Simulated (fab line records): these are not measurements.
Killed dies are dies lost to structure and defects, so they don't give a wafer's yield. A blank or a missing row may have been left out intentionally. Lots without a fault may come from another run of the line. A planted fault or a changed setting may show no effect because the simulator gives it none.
3 desks, one fault -- flow n5_finfet -- what lay behind the numbers comes last; until then each desk has only its own

== THE DEFECT DESK ==
Per lot, the means of the sampled wafers with a number show what the inspections along the route counted. If a lot's mean is further than 4 standard deviations from the usual mean, the lot is out of limits and carries the mark OUT (the distance appears in the brackets).
Columns: A = raw_defect_count at N5_MOL_CONTACT_COAG_INSPECT_97, usual 42
lot,first seen here,A
L208,day 6 02:32,45
L211,day 6 18:14,28
L214,day 7 15:04,34
L216,day 8 04:44,49
L217,day 8 18:25,52
L218,day 8 21:25,42
L223,day 10 00:09,51
L224,day 10 05:26,36
L225,day 10 12:01,54
L227,day 11 02:08,33
Finding of this desk: none of the 10 lots has anything out of limits.

== FROM THE METROLOGY DESK ==
Lot by lot, what the gauges showed, no matter which tool ran the lot: averages of those sampled wafers that carry a number. If a lot's mean is further than 4 standard deviations from the usual mean, the lot is out of limits and carries the mark OUT (the distance appears in the brackets). Readings shown: 7 of its 10, picked as those furthest out on some lot.
Columns: A = DIBL_N at N5_BEOL_M4_RC_MEAS_101, usual 36.3 mV/V; B = DIBL_P at N5_BEOL_M4_RC_MEAS_101, usual 36.2 mV/V; C = IOFF_N at N5_BEOL_M4_RC_MEAS_101, usual 0.160 nA/um; D = ION_N at N5_BEOL_M4_RC_MEAS_101, usual 676 uA/um; E = ION_P at N5_BEOL_M4_RC_MEAS_101, usual 463 uA/um; F = SS_P at N5_BEOL_M4_RC_MEAS_101, usual 73.3 mV/dec; G = VT_P at N5_BEOL_M4_RC_MEAS_101, usual -250.1 mV
lot,first seen here,A,B,C,D,E,F,G
L208,day 8 15:43,37.4,37.2,0.168,674,466,74.1,-246.5
L211,day 9 13:05,38.2,36.7,0.148,672,466,73.4,-250.3
L214,day 10 06:29,34.6,35.9,0.154,687,467,72.8,-251.4
L216,day 10 22:40,35.1,36.3,0.145,668,463,73.7,-249.6
L217,day 11 06:19,36.7,36.7,0.157,668,454,73.4,-253.4
L218,day 11 20:33,35.6,36.2,0.164,682,466,73.2,-248.8
L224,day 12 12:44,34.6,33.9,0.144,674,458,72.8,-254.4
L223,day 12 19:37,36.5,36.0,0.168,679,467,73.0,-249.4
L225,day 13 08:55,35.0,35.8,0.134,675,463,72.3,-250.7
L227,day 13 20:19,36.7,37.2,0.177,683,469,73.9,-248.5
Finding of this desk: none of the 10 lots has anything out of limits.

== THE TOOL OWNER'S DESK: litho_track-01 ==
The tool's own readings at N5_BEOL_M0_SAQP_COAT_82 (time 60 s, resist thk 30 nm): means of the sampled wafers that have a number, for each lot that ran on this tool. If a lot's mean is further than 4 standard deviations from the usual mean, the lot is out of limits and carries the mark OUT (the distance appears in the brackets).
Columns: A = dispense_pressure_kPa at N5_BEOL_M0_SAQP_COAT_82, usual 48 kPa; B = heater_power_total_W at N5_BEOL_M0_SAQP_COAT_82, usual 427.8 W; C = run_length_s at N5_BEOL_M0_SAQP_COAT_82, usual 66.24 s
lot,first seen here,A,B,C
L211,day 6 19:49,45,428.8,66.41
L216,day 8 08:08,45,428.5,66.47
L217,day 8 20:28,45,427.9,66.36
L218,day 9 00:44,45,449.5 (+9.9) OUT,62.03 (-22) OUT
L223,day 10 02:05,45,462.9 (+16) OUT,59.89 (-33) OUT
L224,day 10 06:13,45,462.1 (+16) OUT,59.90 (-33) OUT
Finding of this desk: L218, L223, L224 out of limits; the first was L218 at day 9 00:44, on heater_power_total_W at N5_BEOL_M0_SAQP_COAT_82. L211, L216, L217 stayed within limits.

== BROUGHT TOGETHER ==
The tool owner's desk had the chance to raise an alarm at day 9 00:44 on L218, L223, L224.
Nothing the defect desk looked at was out of limits.
At the metrology desk, nothing out of limits was observed.
The defect desk has L218, L223, L224 on record, within its limits.
The metrology desk holds a record of L218, L223, L224, inside its limits.
Of the lots named, all ran N5_BEOL_M0_SAQP_COAT_82 on litho_track-01.

== WHAT WAS PUT IN BY THE SIMULATOR ==
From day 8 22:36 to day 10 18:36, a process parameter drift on litho_track-01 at N5_BEOL_M0_SAQP_COAT_82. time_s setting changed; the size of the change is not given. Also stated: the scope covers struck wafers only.
Struck lots among those shown: L218, L223, L224.
Time in hours from fault onset to the first out-of-limits reading at each desk: the tool owner's desk, 2.
